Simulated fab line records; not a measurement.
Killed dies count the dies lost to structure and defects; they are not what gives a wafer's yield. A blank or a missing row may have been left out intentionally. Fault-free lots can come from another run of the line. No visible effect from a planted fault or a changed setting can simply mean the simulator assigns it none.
Matching of chambers	flow n5Finfet	3 sister chambers for N5_BEOL_M10_CURE_71 on uvCure-02
The step cures SiCOH lowk, time 240 s. 16 wafers are shown with their chamber, then 8 later ones without.

WAFERS, EACH WITH ITS CHAMBER
wafer	chamber	wafer_temp_C_max	lampPowerPct (%)
L077.2	1	386.1	52.28
L077.3	1	386.4	52.21
L077.6	1	386.1	52.26
L078.1	1	386.7	52.25
L078.3	1	386.7	52.47
L078.4	1	385.9	52.34
L078.2	1	385.8	52.32
L078.5	1	385.9	52.36
L078.6	1	386.1	52.16
L080.1	1	386.6	52.31
L080.2	1	386.7	52.35
L080.6	1	385.8	52.31
L088.1	2	387.2	52.35
L088.2	2	386.6	52.31
L088.5	2	387.2	52.26
L089.1	0	386.4	52.35

SIGNATURES (averages over the wafers above)
reading	chamber 0	chamber 1	chamber 2	scatter within a chamber
wafer_temp_C_max	386.400	386.233	387.000	0.362
lampPowerPct	52.3500	52.3017	52.3067	0.0752
Rule: a wafer's distance from a chamber is the root of the sum, over the readings, of the square of ((its reading less the chamber's mean) divided by the reading's scatter). The wafer belongs to the nearest chamber; if the next one is less than 2 further off, it can't be placed. How the scatter is found: for the shown wafers, subtract from each reading the mean of its chamber, square and add these, divide the total by (wafers less chambers), then take the root.

WAFERS WITHOUT THEIR CHAMBER
wafer	wafer_temp_C_max	lampPowerPct (%)
L089.2	386.0	52.26
L089.5	386.3	52.37
L092.1	387.3	52.26
L092.3	387.3	52.38
L092.5	386.9	52.25
L096.1	385.9	52.30
L096.2	386.0	52.31
L096.3	386.2	52.35

WHICH CHAMBER EACH WENT THROUGH
wafer	from the rows above	in truth
L089.2	can't be placed: 1 or 0 or 2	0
L089.5	can't be placed: 0 or 1 or 2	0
L092.1	can't be placed: 2 or 0 or 1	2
L092.3	can't be placed: 2 or 0 or 1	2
L092.5	can't be placed: 2 or 0 or 1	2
L096.1	can't be placed: 1 or 0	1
L096.2	can't be placed: 1 or 0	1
L096.3	can't be placed: 0 or 1 or 2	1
Correctly placed: 0 of 8. Can't be placed from these rows: 8 (the true chamber is among the candidates in 8). 0 placed wrongly.
